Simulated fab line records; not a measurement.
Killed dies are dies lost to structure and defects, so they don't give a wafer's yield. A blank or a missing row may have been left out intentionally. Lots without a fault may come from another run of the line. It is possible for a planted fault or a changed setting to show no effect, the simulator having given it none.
Chamber matching + flow n5_finfet + rie_diel-03 running N5_FIN_CUT_ETCH_20: 4 sister chambers
The step etches SiARC in CF4, target depth 26 nm, time 43.3 s. 4 wafers are shown with their chamber, then 7 later ones without.

EACH WAFER AND ITS CHAMBER
| wafer  | chamber | drypump_motor_current_A (A) |
|--------|---------|-----------------------------|
| L088.4 | 1       | 5.3                         |
| L088.6 | 0       | 5.9                         |
| L090.5 | 3       | 4.9                         |
| L091.3 | 2       | 6.0                         |

WAFERS WHOSE CHAMBER IS MISSING
| wafer  | drypump_motor_current_A (A) |
|--------|-----------------------------|
| L091.4 | 5.3                         |
| L091.6 | 5.9                         |
| L095.1 | 5.3                         |
| L095.2 | 4.8                         |
| L097.1 | 5.3                         |
| L097.3 | 4.8                         |
| L097.4 | 4.8                         |

CHAMBER TAKEN BY EACH
| wafer  | from the rows above     | in truth |
|--------|-------------------------|----------|
| L091.4 | 1                       | 1        |
| L091.6 | can't be placed: 0 or 2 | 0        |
| L095.1 | 1                       | 1        |
| L095.2 | 3                       | 3        |
| L097.1 | 1                       | 1        |
| L097.3 | 3                       | 3        |
| L097.4 | 3                       | 3        |
Correctly placed: 6 of 7. These rows do not allow placing 1 (true chamber among the candidates in 1). Number placed wrongly: 0.
How it was worked out, from the rows above alone: a wafer's distance from a chamber is the root of the sum, over the readings, of the square of ((its reading less the chamber's mean) divided by the reading's scatter). The wafer belongs to the nearest chamber; if the next one is less than 2 further off, it can't be placed. A chamber's mean is the mean of its shown wafers. The scatter (one wafer shown for each chamber): square how far every hidden wafer sits from the nearest shown wafer, average those squares and take the square root.
